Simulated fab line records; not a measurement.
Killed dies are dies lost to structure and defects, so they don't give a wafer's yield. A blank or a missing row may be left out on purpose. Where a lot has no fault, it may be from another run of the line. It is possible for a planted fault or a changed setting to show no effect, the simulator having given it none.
fab line records	flow nand_harc
record: lots: 12	wafers: 36	last_day: 33
route steps=1302 shown A_WL_FILL@968 A_CONTACT@1002
lots that met no fault: taken from a fault-free run of the same line
start_h: the number of hours between the record's first day and the start of the first shown wafer of the lot	wait_h: hours elapsed since this lot's preceding step	" same as the row above	L1.1+2: a row that stands for several wafers	- value missing, or start not given	* or withheld: withheld	< > ~ a bound
route shown NAME@n: a module of which the file shows steps, and the number in the route of the first	usual: average and standard deviation across the fault-free wafers	same: alike in all rows	chamber/n: place in a boat	sites: the reading at each site	_std_site: their standard deviation	_edge_site: outer sites' mean less inner sites'	radius_mm: for every site, how far away it sits from the centre of the wafer	mask NAME#n: copy n	behind: tool/chamber where the wafer was last shaped	hold: why the lot went on hold/how many hours it stayed there/how the hold came to an end	device: whichever transistor did not switch (one of n, p or np)	end of line: tests run on the same wafers once the route is complete	a step without rows: its recipe alone	killed: not the wafer's yield, but the dies lost to structure and defects at the first sort	map: shows each die of a wafer: x if killed, . if not, _ if none is there
set.NAME: the run value of the setting; set.NAME@STEP: its run value at that earlier step	model.NAME: the simulator's own value behind a step, which no gauge read
the route's steps for a sample of lots (tables are steps, rows are wafers)
services: from which hour (start_h, from the record's first day; less than 0 if before it) a tool's chamber was out of use, for how many hours, and why
== steps ==
step: NHARC_A_WL_FILL_ETCHBACK_17
recipe: target_depth_a: 40	time_s: 26.7	chemistry: Cl2/BCl3
usual: drypump_motor_current_A: 5.67/0.21	oes_product_au: 1.001/0.0095
lot.wafer	tool	chamber	start_h	wait_h	drypump_motor_current_A	oes_product_au	rf_hours_counter_h
L140.2	rie_metal-03	1	486.15	-	5.76	1.015	1.9
L140.3	"	1	"	"	5.72	1.010	-
L140.6	"	1	"	"	5.73	1.007	-
L142.1	rie_metal-03	0	495.82	-	5.93	1.009	2.2
L142.3	"	0	"	"	5.93	1.010	-
L142.6	"	0	"	"	5.93	1.005	-
L144.4	rie_metal-01	1	540.33	-	5.51	0.998	-
L144.3	"	0	"	"	5.73	1.001	-
L144.6	"	1	"	"	5.53	0.996	-
L149.2	rie_metal-02	1	585.27	-	5.89	0.997	2.1
L149.1	"	0	"	"	5.36	1.014	2.1
L149.5	"	0	"	"	5.37	1.014	-
L152.2	rie_metal-02	1	595.64	-	5.88	0.992	2.1
L152.4	"	1	"	"	5.89	0.992	-
L152.5	"	0	"	"	5.39	1.006	-
L151.2	rie_metal-01	1	601.98	-	5.52	1.008	0.2
L151.3	"	1	"	"	5.51	1.009	-
L151.5	"	0	"	"	5.64	0.995	-
L153.1	rie_metal-03	1	620.11	-	5.72	0.996	1.9
L153.2	"	0	"	"	5.92	0.995	1.9
L153.6	"	1	"	"	5.75	0.998	-
L157.2	rie_metal-03	0	669.61	-	5.93	1.006	-
L157.3	"	0	"	"	5.93	1.002	-
L157.4	"	0	"	"	5.92	1.004	-
L158.1	rie_metal-02	0	674.80	-	5.35	1.014	0.8
L158.4	"	0	"	"	5.33	1.015	-
L158.6	"	0	"	"	5.35	1.000	-
L160.2	rie_metal-02	1	697.96	-	5.91	0.989	1.3
L160.1	"	0	"	"	5.35	1.005	1.3
L160.4	"	1	"	"	5.87	1.002	-
L161.2	rie_metal-01	1	697.99	-	5.52	1.003	2.4
L161.1	"	0	"	"	5.67	0.979	2.4
L161.6	"	1	"	"	5.51	1.006	-
L162.1	rie_metal-01	0	708.41	-	5.66	0.993	2.4
L162.2	"	1	"	"	5.49	1.017	2.4
L162.5	"	1	"	"	5.51	0.998	-
step: NHARC_A_CONTACT_ETCH_49
recipe: target_depth_a: 2600	over_etch_frac: 0.3	time_s: 475.3	ion_energy_ev: 200	n2_flow_sccm: 150	h2_flow_sccm: 150	ar_flow_sccm: 0	rf_w: 400	bias_w: 150	chemistry: N2/H2
usual: drypump_motor_current_A: 5.8/0.46	h2_flow_sccm: 150.0/0.46	oes_product_au: 1.001/0.0096	rf_fwd_power_W: 399.4/1.2	rf_vpp_V: 430.1/2.5	showerhead_plenum_p_Torr: 2.03/0.089	throttle_valve_pct: 14.171/0.0093
lot.wafer	tool	chamber	start_h	wait_h	drypump_motor_current_A	h2_flow_sccm	oes_product_au	rf_fwd_power_W	rf_hours_counter_h	rf_vpp_V	showerhead_plenum_p_Torr	throttle_valve_pct
L140.3	rie_diel-08	3	499.52	-	5.7	150.3	0.998	400.8	16	430.9	2.07	14.196
L140.2	"	2	"	"	6.1	150.0	1.014	397.6	15	427.3	1.91	14.159
L140.6	"	0	"	"	6.3	149.5	0.998	401.1	-	429.6	1.99	14.166
L142.3	rie_diel-08	3	509.04	-	5.7	149.8	0.996	398.7	17	432.8	2.07	14.172
L142.1	"	0	"	"	6.3	149.5	0.995	400.1	20	428.6	1.99	14.171
L142.6	"	2	"	"	6.1	149.5	1.006	398.1	-	426.3	1.91	14.170
L144.3	rie_diel-02	1	552.70	-	6.4	149.7	0.997	400.6	51	435.7	2.20	14.175
L144.4	"	3	"	"	4.7	151.4	0.997	400.7	53	430.8	2.04	14.168
L144.6	"	1	"	"	6.4	150.2	0.999	400.9	-	434.8	2.20	14.156
L149.1	rie_diel-08	2	599.27	-	6.1	150.0	1.008	402.4	7	428.3	1.90	14.161
L149.2	"	3	"	"	5.7	150.2	1.002	399.1	6	432.1	2.07	14.176
L149.5	"	1	"	"	6.0	150.2	0.995	399.3	-	429.3	1.98	14.164
L152.2	rie_diel-08	2	608.50	-	6.1	74.7	1.008	398.6	9	426.4	1.65	13.093
L152.4	"	3	"	"	5.7	76.2	0.995	399.4	8	430.4	1.79	13.090
L152.5	"	2	"	"	6.1	75.1	1.016	399.0	-	427.5	1.65	13.090
L151.2	rie_diel-02	1	618.24	-	6.4	150.3	0.988	398.1	12	435.2	2.19	14.165
L151.3	"	3	"	"	4.7	150.3	1.016	398.7	14	430.2	2.03	14.191
L151.5	"	2	"	"	5.4	150.1	1.008	399.7	-	430.2	2.02	14.152
L153.1	rie_diel-08	2	632.47	-	6.1	74.7	1.017	400.5	13	428.0	1.65	13.085
L153.2	"	3	"	"	5.7	75.1	1.006	401.0	12	431.6	1.79	13.097
L153.6	"	3	"	"	5.7	75.1	0.997	400.5	-	431.0	1.79	13.090
L157.3	rie_diel-13	0	686.48	-	6.1	150.1	1.018	400.5	49	429.5	1.94	14.177
L157.2	"	1	"	"	5.9	149.3	1.004	398.0	53	428.8	2.05	14.188
L157.4	"	2	"	"	5.3	149.9	0.995	398.8	52	426.0	1.91	14.175
L158.1	rie_diel-02	2	691.87	-	5.4	150.5	0.995	397.9	37	428.7	2.01	14.183
L158.4	"	3	"	"	4.7	149.8	1.007	399.4	42	429.7	2.02	14.164
L158.6	"	1	"	"	6.4	150.3	0.994	399.4	-	434.5	2.18	14.175
L160.4	rie_diel-02	2	711.01	-	5.4	149.9	1.001	400.1	46	430.2	2.01	14.180
L160.2	"	3	"	"	4.7	149.5	1.004	397.8	50	431.3	2.02	14.178
L160.1	"	1	"	"	6.4	149.4	0.997	397.7	46	433.9	2.18	14.183
L161.1	rie_diel-08	3	712.33	-	5.7	150.7	1.000	398.9	21	430.3	2.06	14.174
L161.2	"	1	"	"	6.0	149.8	0.985	400.4	21	428.8	1.98	14.172
L161.6	"	3	"	"	5.7	151.0	0.989	396.9	-	431.3	2.06	14.165
L162.1	rie_diel-08	3	720.79	-	5.7	150.9	0.993	397.8	23	431.5	2.06	14.164
L162.2	"	1	"	"	6.1	150.0	0.986	399.9	23	429.6	1.98	14.171
L162.5	"	2	"	"	6.1	150.3	1.006	398.3	-	426.2	1.90	14.163
step: NHARC_A_CONTACT_ETCH_119
recipe: source_w: withheld	pressure_mtorr: 20	bias_v: 3000	time_s: 190	target_depth_a: 18500	ar_flow_sccm: withheld	c4f8_flow_sccm: withheld	o2_flow_sccm: withheld	chemistry: C4F8/O2/Ar
lot.wafer	tool	chamber	start_h	wait_h	rf_hours_counter_h
L140.2	har_cap_etch-02	0	502.96	0.1	81
L140.3	"	1	"	"	-
L140.6	"	0	"	"	-
L142.1	har_cap_etch-02	0	512.21	0.1	84
L142.3	"	0	"	"	-
L142.6	"	1	"	"	-
L144.4	har_cap_etch-02	0	555.77	0.1	-
L144.3	"	1	"	"	-
L144.6	"	0	"	"	-
L149.2	har_cap_etch-01	1	602.24	0.1	16
L149.1	"	0	"	"	16
L149.5	"	0	"	"	-
L152.2	har_cap_etch-01	0	611.56	0.1	18
L152.4	"	1	"	"	-
L152.5	"	0	"	"	-
L151.2	har_cap_etch-03	0	621.31	0.1	65
L151.3	"	0	"	"	-
L151.5	"	1	"	"	-
L153.2	har_cap_etch-02	1	635.53	0.1	108
L153.1	"	0	"	"	108
L153.6	"	0	"	"	-
L157.2	har_cap_etch-02	0	689.48	0.1	115
L157.3	"	0	"	"	-
L157.4	"	1	"	"	-
L158.1	har_cap_etch-03	1	695.33	0.2	77
L158.4	"	0	"	"	-
L158.6	"	0	"	"	-
L160.2	har_cap_etch-03	1	714.06	0.1	81
L160.1	"	0	"	"	81
L160.4	"	0	"	"	-
L161.2	har_cap_etch-01	0	715.34	0.1	37
L161.1	"	1	"	"	37
L161.6	"	0	"	"	-
L162.2	har_cap_etch-03	0	723.80	0.1	83
L162.1	"	1	"	"	83
L162.5	"	1	"	"	-
step: NHARC_A_CONTACT_ETCH_121
recipe: source_w: withheld	pressure_mtorr: 20	bias_v: 3000	time_s: 190	target_depth_a: 18500	ar_flow_sccm: withheld	c4f8_flow_sccm: withheld	o2_flow_sccm: withheld	chemistry: C4F8/O2/Ar
lot.wafer	tool	chamber	start_h	wait_h	rf_hours_counter_h
L140.2	har_cap_etch-02	0	503.30	0.1	82
L140.3	"	1	"	"	-
L140.6	"	0	"	"	-
L142.1	har_cap_etch-02	0	512.56	0.1	84
L142.3	"	0	"	"	-
L142.6	"	1	"	"	-
L144.4	har_cap_etch-02	0	556.11	0.1	-
L144.3	"	1	"	"	-
L144.6	"	0	"	"	-
L149.2	har_cap_etch-01	1	602.58	0.1	16
L149.1	"	0	"	"	16
L149.5	"	0	"	"	-
L152.2	har_cap_etch-01	0	611.90	0.1	19
L152.4	"	1	"	"	-
L152.5	"	0	"	"	-
L151.2	har_cap_etch-03	0	621.64	0.1	66
L151.3	"	0	"	"	-
L151.5	"	1	"	"	-
L153.2	har_cap_etch-02	1	635.87	0.1	108
L153.1	"	0	"	"	108
L153.6	"	0	"	"	-
L157.2	har_cap_etch-02	0	689.83	0.1	116
L157.3	"	0	"	"	-
L157.4	"	1	"	"	-
L158.1	har_cap_etch-03	1	695.78	0.2	77
L158.4	"	0	"	"	-
L158.6	"	0	"	"	-
L160.2	har_cap_etch-03	1	714.41	0.1	81
L160.1	"	0	"	"	81
L160.4	"	0	"	"	-
L161.2	har_cap_etch-01	0	715.68	0.1	38
L161.1	"	1	"	"	38
L161.6	"	0	"	"	-
L162.2	har_cap_etch-03	0	724.15	0.1	83
L162.1	"	1	"	"	83
L162.5	"	1	"	"	-
== services ==
tool	chamber	start_h	hours	kind
rie_diel-08	0	475.54	-	clean
rie_diel-02	2	477.98	4.5	repair
rie_metal-02	1	478.47	2.9	repair
rie_diel-02	2	488.79	12.6	repair
har_cap_etch-01	-	497.00	17.0	pm
rie_diel-02	0	499.98	5.0	repair
rie_metal-03	-	519.10	9.0	pm
rie_diel-13	-	521.23	9.0	pm
rie_diel-08	-	544.80	9.0	pm
rie_metal-03	1	548.03	9.4	repair
rie_diel-08	1	569.57	13.0	repair
rie_metal-01	-	579.67	9.0	pm
rie_diel-13	0	585.30	4.4	repair
rie_metal-01	-	614.14	1.5	repair
rie_metal-02	-	631.05	9.0	pm
har_cap_etch-02	-	651.24	0.8	repair
rie_metal-03	1	651.68	20.5	repair
rie_metal-03	0	663.19	2.0	repair
rie_diel-08	3	681.75	2.5	repair
har_cap_etch-02	-	692.09	0.7	repair
rie_metal-03	-	696.10	9.0	pm
rie_diel-13	-	698.23	9.0	pm
rie_diel-13	3	717.44	7.6	repair
rie_diel-08	-	721.96	9.0	pm
== key ==
first_sign: step: NHARC_A_CONTACT_ETCH_49	reading: h2_flow_sccm	direction: down	sigmas: 99+	usual: 150.0	struck: 75.2
effect: step: NHARC_A_CONTACT_ETCH_49	reading: throttle_valve_pct	direction: down	sigmas: 99+	usual: 14.171	struck: 13.091
met_at NHARC_A_CONTACT_ETCH_49
struck_lots L152,L153
tester_left_out L152,L153
not_acting_at NHARC_A_WL_FILL_ETCHBACK_17,NHARC_A_CONTACT_ETCH_119,NHARC_A_CONTACT_ETCH_121
onset_between 599.27 608.50
fault: kind: process_parameter_drift	tool: rie_diel-08	chamber: -	onset_h: 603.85	steps: NHARC_A_CONTACT_ETCH_49	channel: h2_flow_sccm	offset: -75	shape: step	end_h: 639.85	acts_in: these_recipes_only	stated: 150
tester_left_out: of these lots the tester's yield and bins aren't shown, on N5 and GAA mostly nor the transistor test; their killed dies are dies lost to structure and defects alone, not to doping, threshold or leakage, so they don't give the yield
